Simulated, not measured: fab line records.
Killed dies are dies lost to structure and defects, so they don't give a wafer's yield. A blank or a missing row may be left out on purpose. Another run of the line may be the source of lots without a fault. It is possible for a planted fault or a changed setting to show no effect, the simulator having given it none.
The tool behind it: which one? + flow n5Finfet + 66 wafers from 22 lots sampled at 3 of the route's 1938 steps

WHAT THE GAUGES SHOWED, per wafer
N5_BEOL_M8_CD_MEAS_11: target cd 38.5 nm.
| lot  | measured     | on       | cdNm (nm)      |
|------|--------------|----------|----------------|
| L074 | day 9 07:10  | cdSem-01 | 37.3 38.3 38.0 |
| L075 | day 9 07:32  | cdSem-01 | 37.4 39.3 37.8 |
| L076 | day 9 19:19  | cdSem-02 | 38.6 38.9 37.9 |
| L077 | day 9 23:07  | cdSem-01 | 37.7 37.7 37.1 |
| L079 | day 10 07:12 | cdSem-03 | 38.1 38.0 38.3 |
| L078 | day 10 09:20 | cdSem-02 | 37.9 38.3 37.2 |
| L080 | day 10 15:26 | cdSem-01 | 38.8 39.2 38.3 |
| L082 | day 10 16:10 | cdSem-02 | 38.5 38.8 38.2 |
| L081 | day 10 18:22 | cdSem-01 | 39.3 39.7 39.5 |
| L083 | day 10 21:22 | cdSem-02 | 38.9 38.3 39.1 |
| L084 | day 11 15:47 | cdSem-02 | 38.7 38.4 39.0 |
| L085 | day 12 06:28 | cdSem-03 | 38.8 38.9 38.4 |
| L086 | day 12 06:44 | cdSem-03 | 38.1 38.3 38.7 |
| L088 | day 12 11:37 | cdSem-02 | 39.1 38.7 38.9 |
| L089 | day 12 17:25 | cdSem-03 | 38.7 38.4 37.6 |
| L090 | day 13 06:54 | cdSem-01 | 39.0 37.9 38.1 |
| L092 | day 13 09:53 | cdSem-01 | 37.7 38.9 38.9 |
| L093 | day 13 23:59 | cdSem-03 | 39.1 38.5 38.9 |
| L094 | day 14 09:54 | cdSem-01 | 39.1 38.5 39.4 |
| L095 | day 14 15:19 | cdSem-01 | 39.0 38.9 38.4 |
| L096 | day 14 15:31 | cdSem-01 | 38.0 38.1 38.4 |
| L097 | day 14 17:55 | cdSem-01 | 39.3 39.6 39.1 |

N5_BEOL_M8_INSPECT_13: inspects for defects (brightfield).
| lot  | measured     | on               | rawDefectCount |
|------|--------------|------------------|----------------|
| L074 | day 9 07:13  | defectInspect-01 | 578 642 455    |
| L075 | day 9 07:36  | defectInspect-01 | 511 578 432    |
| L076 | day 9 19:22  | defectInspect-02 | 408 332 277    |
| L077 | day 9 23:10  | defectInspect-01 | 443 428 423    |
| L079 | day 10 07:15 | defectInspect-02 | 289 397 356    |
| L078 | day 10 09:23 | defectInspect-01 | 347 461 271    |
| L080 | day 10 15:29 | defectInspect-01 | 577 371 455    |
| L082 | day 10 16:13 | defectInspect-01 | 409 428 328    |
| L081 | day 10 18:25 | defectInspect-02 | 494 364 594    |
| L083 | day 10 21:25 | defectInspect-02 | 438 512 388    |
| L084 | day 11 15:51 | defectInspect-02 | 427 331 409    |
| L085 | day 12 06:31 | defectInspect-01 | 396 390 545    |
| L086 | day 12 06:47 | defectInspect-01 | 660 400 498    |
| L088 | day 12 11:42 | defectInspect-02 | 480 435 432    |
| L089 | day 12 17:28 | defectInspect-01 | 420 451 402    |
| L090 | day 13 06:58 | defectInspect-02 | 489 390 518    |
| L092 | day 13 09:56 | defectInspect-01 | 391 415 449    |
| L093 | day 14 00:03 | defectInspect-01 | 437 582 522    |
| L094 | day 14 09:58 | defectInspect-01 | 534 393 644    |
| L095 | day 14 15:22 | defectInspect-01 | 501 530 329    |
| L096 | day 14 15:35 | defectInspect-02 | 431 551 651    |
| L097 | day 14 17:59 | defectInspect-01 | 475 446 448    |

TOOL THAT RAN EACH LOT (tool first, then ch and the chambers of the sampled wafers, then the start)
| lot  | N5_BEOL_M8_CURE_74           |
|------|------------------------------|
| L074 | uvCure-01 ch 2, day 9 04:49  |
| L075 | uvCure-02 ch 2, day 9 05:31  |
| L076 | uvCure-03 ch 2, day 9 17:16  |
| L077 | uvCure-03 ch 2, day 9 21:35  |
| L079 | uvCure-03 ch 1, day 10 05:23 |
| L078 | uvCure-01 ch 2, day 10 07:20 |
| L080 | uvCure-03 ch 2, day 10 13:38 |
| L082 | uvCure-02 ch 2, day 10 14:22 |
| L081 | uvCure-01 ch 2, day 10 16:36 |
| L083 | uvCure-03 ch 1, day 10 18:19 |
| L084 | uvCure-01 ch 2, day 11 13:54 |
| L085 | uvCure-01 ch 1, day 12 05:20 |
| L086 | uvCure-01 ch 1, day 12 05:46 |
| L088 | uvCure-03 ch 0, day 12 08:01 |
| L089 | uvCure-02 ch 2, day 12 14:14 |
| L090 | uvCure-03 ch 1, day 13 05:13 |
| L092 | uvCure-02 ch 1, day 13 06:30 |
| L093 | uvCure-03 ch 0, day 13 22:08 |
| L094 | uvCure-01 ch 2, day 14 08:16 |
| L095 | uvCure-03 ch 0, day 14 12:20 |
| L096 | uvCure-02 ch 2, day 14 13:20 |
| L097 | uvCure-01 ch 0, day 14 15:55 |
- N5_BEOL_M8_CURE_74: cures SiCOH lowk, time 240 s.

AS READ BY THE TOOLS THEMSELVES (means over the sampled wafers that have a number; for cases with no such wafer, the mark the record gives instead)
N5_BEOL_M8_CURE_74.
| lot  | tool      | lampPowerPct (%) | wafer_temp_C_max |
|------|-----------|------------------|------------------|
| L074 | uvCure-01 | 52.31            | 386.1            |
| L075 | uvCure-02 | 52.34            | 386.8            |
| L076 | uvCure-03 | 52.30            | 387.4            |
| L077 | uvCure-03 | 52.36            | 387.2            |
| L079 | uvCure-03 | 52.33            | 386.4            |
| L078 | uvCure-01 | 52.31            | 386.2            |
| L080 | uvCure-03 | 52.28            | 386.7            |
| L082 | uvCure-02 | 52.27            | 387.0            |
| L081 | uvCure-01 | 52.28            | 386.9            |
| L083 | uvCure-03 | 52.33            | 386.4            |
| L084 | uvCure-01 | 52.33            | 386.0            |
| L085 | uvCure-01 | 52.35            | 387.4            |
| L086 | uvCure-01 | 52.31            | 387.2            |
| L088 | uvCure-03 | 52.34            | 386.4            |
| L089 | uvCure-02 | 52.31            | 387.6            |
| L090 | uvCure-03 | 52.31            | 386.3            |
| L092 | uvCure-02 | 52.27            | 386.5            |
| L093 | uvCure-03 | 52.38            | 386.5            |
| L094 | uvCure-01 | 52.36            | 386.3            |
| L095 | uvCure-03 | 52.36            | 386.9            |
| L096 | uvCure-02 | 52.39            | 387.0            |
| L097 | uvCure-01 | 52.32            | 387.4            |

THE ANSWER, worked out from the rows above alone
Rule: the lots themselves supply what counts as usual. Put in order of their means at a reading, lots are off if they are a third of the lots or fewer, leave a main group of 4 or more, and stand apart from it by a gap of 3 or more times the standard deviation of the main group's means; of several such gaps the widest counts. A main group whose means are all the same, to the digits that the tables above print for the reading, isn't used. A lot without any number at a reading at which 4 lots or more have one is off too. All remaining lots with rows at the step are treated as sound. First the gauges in route order, then the tools' own readings, where a lot's mean is used as printed above. The first step at which some lot is off is used, and at that step the reading that is off furthest; a lot without a number counts as furthest.
Nothing can be told from this: no lot is off at any reading shown.

WHAT HAD BEEN PUT IN BY THE SIMULATOR
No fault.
